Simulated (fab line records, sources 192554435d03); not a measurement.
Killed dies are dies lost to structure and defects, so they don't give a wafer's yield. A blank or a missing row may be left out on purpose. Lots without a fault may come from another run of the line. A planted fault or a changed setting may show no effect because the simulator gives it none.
Chamber matching | flow n5_finfet | N5_BEOL_M10_ALD_74 on ald_metal-03: 4 sister chambers
The step deposits TaN, target thk 2 nm, pulse time 2 s, purge time 3 s. 8 wafers are shown with their chamber, then 7 later ones without.

WAFERS WITH THEIR CHAMBER
wafer  | chamber | heater_power_w (W) | mfc_carrier_sccm (sccm)
L078.1 | 1       | 411                | 1503
L078.5 | 1       | 414                | 1500
L078.6 | 2       | 387                | 1496
L085.1 | 2       | 386                | 1502
L085.3 | 0       | 394                | 1495
L085.4 | 3       | 460                | 1507
L087.1 | 0       | 392                | 1507
L087.4 | 3       | 451                | 1499

WAFERS WITHOUT THEIR CHAMBER
wafer  | heater_power_w (W) | mfc_carrier_sccm (sccm)
L087.5 | 410                | 1501
L089.1 | 459                | 1501
L089.4 | 412                | 1502
L089.6 | 393                | 1505
L091.2 | 421                | 1507
L091.5 | 401                | 1499
L091.6 | 406                | 1497

WHICH CHAMBER EACH WENT THROUGH
wafer  | from the rows above          | in truth
L087.5 | 1                            | 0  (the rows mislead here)
L089.1 | 3                            | 3
L089.4 | 1                            | 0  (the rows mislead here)
L089.6 | can't be placed: 0 or 2      | 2
L091.2 | 1                            | 1
L091.5 | can't be placed: 0 or 1 or 2 | 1
L091.6 | can't be placed: 1 or 0      | 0
Placed correctly: 2 of 7. Can't be placed from these rows: 3 (the true chamber is among the candidates in 3). Placed wrongly: 2.
How it was worked out, from the rows above alone: a wafer's distance from a chamber is the root of the sum, over the readings, of the square of ((its reading less the chamber's mean) divided by the reading's scatter). The wafer belongs to the nearest chamber; if the next one is less than 2 further off, it can't be placed. A chamber's mean is the mean of its shown wafers. The scatter: the root of (the sum of the squares of (reading less its chamber's mean) over the shown wafers, divided by (wafers less chambers)).
